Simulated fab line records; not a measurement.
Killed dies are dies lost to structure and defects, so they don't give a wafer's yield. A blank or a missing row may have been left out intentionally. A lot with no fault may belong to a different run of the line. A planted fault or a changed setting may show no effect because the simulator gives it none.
Chamber matching + flow n5_finfet + 3 sister chambers for N5_BEOL_M3_PRE_CLEAN_60 on cvd_co-01
The step time 15 s. 6 wafers are shown with their chamber, then 12 later ones without.

WAFERS, EACH WITH ITS CHAMBER
| wafer  | chamber | heater_power_w (W) |
|--------|---------|--------------------|
| L087.2 | 0       | 78                 |
| L086.2 | 2       | 90                 |
| L086.5 | 2       | 91                 |
| L090.2 | 1       | 83                 |
| L090.4 | 1       | 84                 |
| L090.6 | 0       | 79                 |

WAFERS WHOSE CHAMBER IS MISSING
| wafer  | heater_power_w (W) |
|--------|--------------------|
| L092.1 | 82                 |
| L092.2 | 79                 |
| L092.4 | 93                 |
| L093.2 | 85                 |
| L093.4 | 95                 |
| L093.6 | 81                 |
| L094.1 | 81                 |
| L094.3 | 92                 |
| L094.4 | 90                 |
| L095.2 | 92                 |
| L095.5 | 80                 |
| L095.6 | 92                 |

WHICH CHAMBER EACH ONE RAN IN
| wafer  | from the rows above     | in truth |
|--------|-------------------------|----------|
| L092.1 | 1                       | 1        |
| L092.2 | 0                       | 0        |
| L092.4 | 2                       | 2        |
| L093.2 | 1                       | 1        |
| L093.4 | 2                       | 2        |
| L093.6 | can't be placed: 0 or 1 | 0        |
| L094.1 | can't be placed: 0 or 1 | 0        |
| L094.3 | 2                       | 2        |
| L094.4 | 2                       | 2        |
| L095.2 | 2                       | 2        |
| L095.5 | 0                       | 0        |
| L095.6 | 2                       | 2        |
Correctly placed: 10 of 12. From these rows, 2 cannot be placed; in 2 the true chamber is one of the candidates. 0 placed wrongly.
How it was worked out, from the rows above alone: a wafer's distance from a chamber is the root of the sum, over the readings, of the square of ((its reading less the chamber's mean) divided by the reading's scatter). If the next closest chamber is less than 2 further off than the closest, the wafer can't be placed; otherwise it belongs to the closest. The mean given for a chamber averages the wafers shown for that chamber. The scatter is the square root of a quotient: the sum, over the shown wafers, of each reading's squared deviation from its chamber's mean, divided by wafers minus chambers.
